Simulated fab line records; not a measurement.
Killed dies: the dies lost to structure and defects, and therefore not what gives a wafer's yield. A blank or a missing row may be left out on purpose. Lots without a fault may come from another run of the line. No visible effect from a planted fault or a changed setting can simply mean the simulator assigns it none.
Matching of chambers + flow n5Finfet + aldSin-01 running N5_ILD0_ALD_15: 4 sister chambers
The step deposits SiNx, target thk 24 nm, pulse time 1 s, ald cycles 480. 8 wafers are shown with their chamber, then 7 later ones without.

## WAFERS PAIRED WITH THEIR CHAMBERS
| wafer  | chamber | heaterPowerW (W) | precursorPulseHeightRel |
|--------|---------|------------------|-------------------------|
| L077.4 | 2       | 860              | 0.960                   |
| L077.6 | 2       | 839              | 1.012                   |
| L080.3 | 1       | 796              | 0.980                   |
| L080.4 | 3       | 842              | 0.996                   |
| L084.4 | 3       | 834              | 1.003                   |
| L084.5 | 0       | 786              | 1.020                   |
| L085.2 | 0       | 776              | 0.962                   |
| L085.4 | 1       | 796              | 0.997                   |

## WAFERS WITHOUT THEIR CHAMBER
| wafer  | heaterPowerW (W) | precursorPulseHeightRel |
|--------|------------------|-------------------------|
| L085.6 | 824              | 1.019                   |
| L091.1 | 779              | 0.998                   |
| L091.2 | 811              | 1.000                   |
| L091.4 | 855              | 1.027                   |
| L094.3 | 769              | 1.001                   |
| L094.4 | 864              | 1.015                   |
| L094.5 | 772              | 0.973                   |

## WHICH CHAMBER EACH ONE RAN IN
| wafer  | from the rows above          | in truth |
|--------|------------------------------|----------|
| L085.6 | can't be placed: 3 or 2 or 1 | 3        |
| L091.1 | can't be placed: 0 or 1      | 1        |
| L091.2 | can't be placed: 1 or 3 or 0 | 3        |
| L091.4 | can't be placed: 2 or 3      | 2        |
| L094.3 | can't be placed: 0 or 1      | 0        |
| L094.4 | can't be placed: 2 or 3      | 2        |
| L094.5 | can't be placed: 0 or 1      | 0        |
Correct placement for 0 of the 7. Can't be placed from these rows: 7 (the true chamber is among the candidates in 7). 0 placed wrongly.
How it was worked out, from the rows above alone: a wafer's distance from a chamber is the root of the sum, over the readings, of the square of ((its reading less the chamber's mean) divided by the reading's scatter). If the next closest chamber is less than 2 further off than the closest, the wafer can't be placed; otherwise it belongs to the closest. The mean given for a chamber averages the wafers shown for that chamber. The scatter: the root of (the sum of the squares of (reading less its chamber's mean) over the shown wafers, divided by (wafers less chambers)).
